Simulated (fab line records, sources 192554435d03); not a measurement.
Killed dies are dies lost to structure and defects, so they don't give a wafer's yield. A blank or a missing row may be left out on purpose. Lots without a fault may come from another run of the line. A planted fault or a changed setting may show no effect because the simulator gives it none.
Chamber matching | flow n5_finfet | N5_STI_FIN_REVEAL_ALD_00 on ald_sin-02: 4 sister chambers
The step deposits SiO2, target thk 1 nm, pulse time 1 s. 18 wafers are shown with their chamber, then 9 later ones without.

WAFERS WITH THEIR CHAMBER
wafer  | chamber | heater_power_outer_w (W) | heater_power_w (W) | precursor_pulse_height_rel
L074.4 | 0       | 251                      | 447                | 0.977
L074.5 | 0       | 247                      | 434                | 1.002
L074.6 | 3       | 234                      | 414                | 1.034
L075.2 | 1       | 289                      | 487                | 1.002
L075.3 | 2       | 266                      | 454                | 1.015
L075.4 | 3       | 224                      | 408                | 1.001
L076.1 | 1       | 292                      | 484                | 1.006
L076.3 | 2       | 268                      | 479                | 0.990
L076.4 | 1       | 288                      | 478                | 0.983
L078.1 | 0       | 246                      | 444                | 0.998
L078.2 | 2       | 272                      | 471                | 0.991
L078.4 | 3       | 227                      | 410                | 0.985
L079.2 | 0       | 246                      | 440                | 1.002
L079.3 | 1       | 279                      | 485                | 0.968
L079.5 | 1       | 288                      | 471                | 1.030
L080.1 | 0       | 250                      | 437                | 0.970
L080.5 | 0       | 251                      | 430                | 1.025
L080.6 | 3       | 228                      | 409                | 0.991

SIGNATURES (means of the wafers above)
reading                    | chamber 0 | chamber 1 | chamber 2 | chamber 3 | scatter within a chamber
heater_power_outer_w       | 248.50    | 287.20    | 268.67    | 228.25    | 3.74
heater_power_w             | 438.67    | 481.00    | 468.00    | 410.25    | 7.15
precursor_pulse_height_rel | 0.99567   | 0.99780   | 0.99867   | 1.00275   | 0.0207
Rule: a wafer's distance from a chamber is the root of the sum, over the readings, of the square of ((its reading less the chamber's mean) divided by the reading's scatter). The wafer belongs to the nearest chamber; if the next one is less than 2 further off, it can't be placed. The scatter: the root of (the sum of the squares of (reading less its chamber's mean) over the shown wafers, divided by (wafers less chambers)).

WAFERS WITHOUT THEIR CHAMBER
wafer  | heater_power_outer_w (W) | heater_power_w (W) | precursor_pulse_height_rel
L085.2 | 290                      | 500                | 0.996
L085.5 | 284                      | 474                | 0.994
L085.6 | 267                      | 467                | 0.983
L087.3 | 282                      | 478                | 1.004
L087.4 | 261                      | 476                | 0.985
L087.6 | 248                      | 435                | 1.006
L090.3 | 251                      | 441                | 1.015
L090.5 | 265                      | 470                | 0.987
L090.6 | 288                      | 472                | 1.033

WHICH CHAMBER EACH WENT THROUGH
wafer  | from the rows above | in truth
L085.2 | 1                   | 1
L085.5 | 1                   | 1
L085.6 | 2                   | 2
L087.3 | 1                   | 1
L087.4 | 2                   | 2
L087.6 | 0                   | 0
L090.3 | 0                   | 0
L090.5 | 2                   | 2
L090.6 | 1                   | 1
Placed correctly: 9 of 9. Can't be placed from these rows: 0. Placed wrongly: 0.
